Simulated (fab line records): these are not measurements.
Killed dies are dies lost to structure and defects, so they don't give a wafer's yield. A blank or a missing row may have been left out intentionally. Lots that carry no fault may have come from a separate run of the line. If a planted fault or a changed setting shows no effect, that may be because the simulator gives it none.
Chamber matching | flow n5 finfet | rie diel-04 running N5_HKMG_FIN_ETCH_32: 4 sister chambers
The step etches SOC in N2/H2, target depth 240 nm, time 300 s. 16 wafers are shown with their chamber, then 8 later ones without.

## EACH WAFER AND ITS CHAMBER
wafer  | chamber | drypump motor current A (A) | showerhead plenum p Torr (Torr) | throttle valve pct (%)
L074.1 | 1       | 4.8                         | 2.51                            | 17.90
L074.5 | 1       | 4.8                         | 2.51                            | 17.89
L074.6 | 2       | 5.7                         | 2.62                            | 18.55
L077.1 | 2       | 5.7                         | 2.62                            | 18.55
L077.2 | 3       | 5.4                         | 2.59                            | 17.90
L077.6 | 2       | 5.7                         | 2.62                            | 18.57
L078.1 | 0       | 5.5                         | 2.60                            | 17.87
L078.4 | 2       | 5.7                         | 2.62                            | 18.58
L078.6 | 1       | 4.7                         | 2.51                            | 17.91
L080.1 | 1       | 4.8                         | 2.50                            | 17.90
L080.3 | 3       | 5.4                         | 2.58                            | 17.90
L080.4 | 0       | 5.5                         | 2.60                            | 17.89
L086.1 | 0       | 5.5                         | 2.60                            | 17.91
L086.3 | 3       | 5.4                         | 2.58                            | 17.95
L086.4 | 2       | 5.7                         | 2.61                            | 18.15
L088.1 | 0       | 5.5                         | 2.59                            | 17.92

SIGNATURES (means of the wafers above)
reading                  | chamber 0 | chamber 1 | chamber 2 | chamber 3 | scatter within a chamber
drypump motor current A  | 5.500     | 4.775     | 5.700     | 5.400     | 0.025
showerhead plenum p Torr | 2.5975    | 2.5075    | 2.6180    | 2.5833    | 0.00497
throttle valve pct       | 17.8975   | 17.9000   | 18.4800   | 17.9167   | 0.108
Rule: for a wafer and a chamber, the distance is found by dividing, reading by reading, the gap between the wafer's reading and the chamber's mean by the reading's scatter, squaring, summing and taking the root. If the next closest chamber is less than 2 further off than the closest, the wafer can't be placed; otherwise it belongs to the closest. The scatter: the root of (the sum of the squares of (reading less its chamber's mean) over the shown wafers, divided by (wafers less chambers)).

## WAFERS WHOSE CHAMBER IS MISSING
wafer  | drypump motor current A (A) | showerhead plenum p Torr (Torr) | throttle valve pct (%)
L088.2 | 5.4                         | 2.57                            | 17.93
L088.3 | 4.8                         | 2.50                            | 17.91
L091.3 | 5.6                         | 2.61                            | 18.20
L091.4 | 4.7                         | 2.49                            | 17.94
L091.6 | 5.7                         | 2.61                            | 18.18
L095.2 | 5.7                         | 2.60                            | 18.21
L095.3 | 4.8                         | 2.49                            | 17.96
L095.6 | 5.5                         | 2.59                            | 17.94

## WHICH CHAMBER EACH WENT THROUGH
wafer  | from the rows above     | in truth
L088.2 | 3                       | 3
L088.3 | 1                       | 1
L091.3 | can't be placed: 2 or 0 | 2
L091.4 | 1                       | 1
L091.6 | 2                       | 2
L095.2 | 2                       | 2
L095.3 | 1                       | 1
L095.6 | 0                       | 0
Correct placement for 7 of the 8. From these rows, 1 cannot be placed; in 1 the true chamber is one of the candidates. Placed wrongly: 0.
